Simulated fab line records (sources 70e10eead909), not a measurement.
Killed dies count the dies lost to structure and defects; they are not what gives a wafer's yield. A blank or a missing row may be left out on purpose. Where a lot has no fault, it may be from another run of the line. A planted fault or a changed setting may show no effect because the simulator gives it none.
Chamber matching :: flow nand-harc :: 3 sister chambers for NHARC_A_ONON_D2_DEP_33 on pecvd-02
The step deposits SiO2, target thk 200 nm. 6 wafers are shown with their chamber, then 8 later ones without.

EACH WAFER AND ITS CHAMBER
wafer: L135.1
chamber: 2
throttle-valve-pct (%): 15.8
heater-power-w (W): 609

wafer: L135.3
chamber: 1
throttle-valve-pct (%): 15.5
heater-power-w (W): 493

wafer: L143.3
chamber: 1
throttle-valve-pct (%): 15.6
heater-power-w (W): 463

wafer: L143.4
chamber: 0
throttle-valve-pct (%): 15.9
heater-power-w (W): 608

wafer: L143.6
chamber: 2
throttle-valve-pct (%): 16.0
heater-power-w (W): 483

wafer: L144.2
chamber: 0
throttle-valve-pct (%): 15.9
heater-power-w (W): 520

WAFERS WITH NO CHAMBER GIVEN
wafer: L144.5
throttle-valve-pct (%): 15.3
heater-power-w (W): 352

wafer: L144.6
throttle-valve-pct (%): 16.1
heater-power-w (W): 542

wafer: L145.2
throttle-valve-pct (%): 15.9
heater-power-w (W): 560

wafer: L145.4
throttle-valve-pct (%): 15.4
heater-power-w (W): 487

wafer: L145.5
throttle-valve-pct (%): 16.0
heater-power-w (W): 577

wafer: L146.1
throttle-valve-pct (%): 16.0
heater-power-w (W): 530

wafer: L146.3
throttle-valve-pct (%): 15.9
heater-power-w (W): 584

wafer: L146.4
throttle-valve-pct (%): 15.2
heater-power-w (W): 439

EACH ONE'S CHAMBER
wafer: L144.5
from the rows above: 1
in truth: 1

wafer: L144.6
from the rows above: can't be placed: 2 or 0
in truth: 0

wafer: L145.2
from the rows above: can't be placed: 0 or 2
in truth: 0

wafer: L145.4
from the rows above: 1
in truth: 1

wafer: L145.5
from the rows above: can't be placed: 0 or 2
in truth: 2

wafer: L146.1
from the rows above: can't be placed: 2 or 0
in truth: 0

wafer: L146.3
from the rows above: can't be placed: 0 or 2
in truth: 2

wafer: L146.4
from the rows above: 1
in truth: 1
Correct placement for 3 of the 8. These rows do not allow placing 5 (true chamber among the candidates in 5). Wrongly placed: 0.
How it was worked out, from the rows above alone: a wafer's distance from a chamber is the root of the sum, over the readings, of the square of ((its reading less the chamber's mean) divided by the reading's scatter). The wafer belongs to the nearest chamber; if the next one is less than 2 further off, it can't be placed. For every chamber, the mean is computed from those of its wafers that are shown. The scatter is the square root of a quotient: the sum, over the shown wafers, of each reading's squared deviation from its chamber's mean, divided by wafers minus chambers.
